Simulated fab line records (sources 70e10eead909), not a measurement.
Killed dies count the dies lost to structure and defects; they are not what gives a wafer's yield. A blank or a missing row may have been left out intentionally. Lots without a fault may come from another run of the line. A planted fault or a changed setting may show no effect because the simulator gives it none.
Chamber matching | flow nand harc | 4 sister chambers for NHARC_A_CHANNEL_FILL_D1_ETCHBACK_20 on rie diel-08
The step etches the open film in C4F8/O2/Ar, target depth 27 nm, time 13.5 s. 18 wafers are shown with their chamber, then 9 later ones without.

WAFERS, EACH WITH ITS CHAMBER
wafer  | chamber | rf vpp V (V) | oes product au (a.u.)
L074.2 | 1       | 971          | 1.00
L074.3 | 2       | 980          | 1.01
L074.6 | 1       | 970          | 0.99
L076.1 | 3       | 974          | 0.99
L076.3 | 0       | 975          | 1.00
L076.4 | 1       | 970          | 0.97
L081.1 | 3       | 975          | 0.98
L081.2 | 2       | 980          | 0.98
L081.6 | 0       | 974          | 0.99
L082.1 | 1       | 971          | 0.92
L082.4 | 3       | 975          | 0.92
L082.6 | 1       | 970          | 0.92
L085.1 | 3       | 974          | 0.92
L085.2 | 1       | 970          | 0.92
L085.6 | 1       | 970          | 0.93
L088.1 | 1       | 971          | 0.98
L088.3 | 3       | 974          | 1.00
L088.4 | 0       | 975          | 1.02

SIGNATURES (means of the wafers above)
reading        | chamber 0 | chamber 1 | chamber 2 | chamber 3 | scatter within a chamber
rf vpp V       | 974.67    | 970.38    | 980.00    | 974.40    | 0.517
oes product au | 1.0033    | 0.9537    | 0.9950    | 0.9620    | 0.0331
Rule: for a wafer and a chamber, the distance is found by dividing, reading by reading, the gap between the wafer's reading and the chamber's mean by the reading's scatter, squaring, summing and taking the root. The wafer belongs to the nearest chamber; if the next one is less than 2 further off, it can't be placed. How the scatter is found: for the shown wafers, subtract from each reading the mean of its chamber, square and add these, divide the total by (wafers less chambers), then take the root.

WAFERS WITH NO CHAMBER GIVEN
wafer  | rf vpp V (V) | oes product au (a.u.)
L093.2 | 979          | 0.92
L093.4 | 969          | 0.91
L093.5 | 971          | 0.92
L094.1 | 970          | 0.99
L094.2 | 972          | 1.00
L094.3 | 974          | 1.03
L094.4 | 978          | 1.00
L094.5 | 975          | 1.03
L094.6 | 970          | 0.99

CHAMBER TAKEN BY EACH
wafer  | from the rows above          | in truth
L093.2 | 2                            | 2
L093.4 | 1                            | 1
L093.5 | 1                            | 1
L094.1 | 1                            | 1
L094.2 | can't be placed: 1 or 3 or 0 | 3
L094.3 | can't be placed: 0 or 3      | 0
L094.4 | 2                            | 2
L094.5 | can't be placed: 0 or 3      | 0
L094.6 | 1                            | 1
Correct placement for 6 of the 9. Unplaceable from these rows: 3, with the true chamber sitting among the candidates in 3. Placed wrongly: 0.
